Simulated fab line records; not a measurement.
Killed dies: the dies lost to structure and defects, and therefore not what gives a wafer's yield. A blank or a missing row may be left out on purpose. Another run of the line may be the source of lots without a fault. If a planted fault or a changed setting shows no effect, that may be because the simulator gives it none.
A lot that was struck, set against a sound lot ; flow n5 finfet ; 38 out of 1938 route steps
Sound: wafers L855.1, L855.4, L855.6. The struck wafers were L853.2, L853.5, L853.6. At the end, the cause is stated.
Per side, at each step with rows, come the tool, then ch with its chambers, and then its first start. Under that, the readings that differ: sound wafers ; struck wafers ; difference of the means ; sigmas: that difference in standard deviations of wafers without a fault.
alike: same words and numbers on both sides, and readings whose means sit less than 2 such deviations apart. not compared: any withheld reading, any reading some wafer has no value for, any bound like >300 that may hide the same value, and any number with overlapping values for which the record gives no deviation.
Wherever a step has rows on one side only, a row that says differs or no value, or a row with sigmas, the two part there. Numbers that have no deviation but don't overlap get no sigmas and don't part them. A reading that every wafer of one side lacks parts them only if that side has two wafers or more.

first, 9 steps without rows for these wafers: N5_BEOL_M4_ANNEAL_95 (time 240 s); N5_BEOL_M4_SPUTTER_96 (material Cu, target thk 4.5 nm, time 8.29 s); N5_BEOL_M4_ECD_50 (material Cu, target thk 300 nm); N5_BEOL_M4_ANNEAL_51 (time 90 s); N5_BEOL_M4_CMP_52 (polishes, stops on SiOC, t overpolish 6.8 s, target thk 40 nm); N5_BEOL_M4_PRE_CLEAN_60 (time 15 s); N5_BEOL_M4_CO_CAP_55 (material Co, precursor CCTBA/H2, target thk 2 nm, time 102.1 s); N5_BEOL_M4_PRE_CLEAN_56 (time 15 s); N5_BEOL_M4_DEP_57 (deposits SiCN from 3MS/NH3, target thk 8 nm, time 14 s).
N5_BEOL_M4_RC_MEAS_101:
  sound on prober-02 ch 0, day 13 07:22; struck on prober-01 ch 0, day 12 12:22
reading;sound;struck;difference;sigmas
ION_N (uA/um);687 700 695;671 674 662;-25;-2
  alike: DIBL_N, DIBL_P, IOFF_N, IOFF_P, ION_P, SS_N, SS_P, VT_N, VT_P
then, 24 steps without rows for these wafers: N5_BEOL_M5_ILD_DEP_00 (deposits SiCOH lowk from DEMS/porogen, target thk 140.64 nm, time 25.9 s); N5_BEOL_M5_CURE_79 (cures SiCOH lowk, time 240 s); N5_BEOL_M5_PECVD_70 (deposits SiO2 from TEOS/O2, target thk 16 nm, time 18 s); N5_BEOL_M5_HM_DEP_02 (deposits TiN, target thk 20 nm); N5_BEOL_M5_COAT_59 (time 60 s, resist thk 60 nm); N5_BEOL_M5_COAT_60 (time 60 s, resist thk 12 nm); N5_BEOL_M5_COAT_71 (time 60 s, resist thk 5 nm); N5_BEOL_M5_COAT_05 (resist thk 30 nm); N5_BEOL_M5_EBR_07; N5_BEOL_M5_SOFTBAKE_06 (time 60 s); N5_BEOL_M5_EXPOSE_08 (exposes mask M5, target cd 28 nm); N5_BEOL_M5_PEB_09 (peb time 60 s); N5_BEOL_M5_DEVELOP_10 (develop time 30 s); N5_BEOL_M5_DESCUM_16 (chemistry O2, time 7 s); N5_BEOL_M5_ETCH_72 (etches underlayer in N2/H2, target depth 6.5 nm, time 5.2 s); N5_BEOL_M5_ETCH_61 (etches SiARC in CF4, target depth 15.6 nm, time 26 s); N5_BEOL_M5_ETCH_62 (etches SOC in N2/H2, target depth 75 nm, overetch 15 nm, time 112.5 s); N5_BEOL_M5_STRIP_63 (strips in N2/H2); N5_BEOL_M5_STRIP_73 (strips in N2/H2); N5_BEOL_M5_STRIP_64 (strips in CF4); N5_BEOL_M5_HM_OPEN_17 (chemistry Cl2/BCl3, target TiN, target depth 20 nm, overetch 6 nm); N5_BEOL_M5_STRIP_19 (strips in O2); N5_BEOL_M5_COAT_65 (time 60 s, resist thk 60 nm); N5_BEOL_M5_COAT_66 (time 60 s, resist thk 12 nm).
N5_BEOL_M9_TRENCH_ETCH_37: etches SiCOH lowk in C4F6/O2, target depth 151.43 nm, time 49 s.
  sound on rie diel-04 ch 2,3, day 14 22:03; struck on rie diel-04 ch 0,2, day 14 06:31
  no value came back on the struck wafers for any of 7 readings (C4F6_flow_sccm (sccm), O2_flow_sccm (sccm) and others); on the sound wafers C4F6_flow_sccm (sccm) reads 9.95 9.99 10.02
reading;sound;struck;difference;sigmas
model.TiN_of_BEOL_M9_HM_DEP_02.thk nm (nm);16 15.8 15.8;20.2 19.8 20;+4.1;
  not compared: rf hours counter h
N5_BEOL_M9_OCD_MEAS_38:
  sound: ocd-02 at day 14 22:13; struck: ocd-02 at day 14 06:41
reading;sound;struck;difference;sigmas
trench depth nm (nm);153.7 151.9 155.5;0.3 0 0;-153.6;-67
N5_BEOL_M9_CMP_52: polishes, stops on SiCOH lowk, t overpolish 7 s, target thk 140 nm.
  sound on cmp-03 ch 0,2, day 15 00:38; struck on cmp-04 ch 1,2, day 14 08:33
reading;sound;struck;difference;sigmas
model.Cu_of_BEOL_M9_ECD_50.thk nm (nm);142.2 139.6 143;2.4 1.2 1.6;-139.9;
  alike: edge zone pressure frac, motor current A
-- here the record skips 2 days between the struck wafers' starts before and after, leaving off in module BEOL_M9 and picking up in module PASSIVATION (first step shown: number 1936 of the route) --
N5_PASSIVATION_PROBE_49:
  rows exist in the record for the struck wafers here (prober-02, day 16 17:30), but not for the sound ones

WHERE THEY PART
At N5_BEOL_M4_RC_MEAS_101 first; at N5_PASSIVATION_PROBE_49 last (within this record only).

WHY: the cause the simulator had injected
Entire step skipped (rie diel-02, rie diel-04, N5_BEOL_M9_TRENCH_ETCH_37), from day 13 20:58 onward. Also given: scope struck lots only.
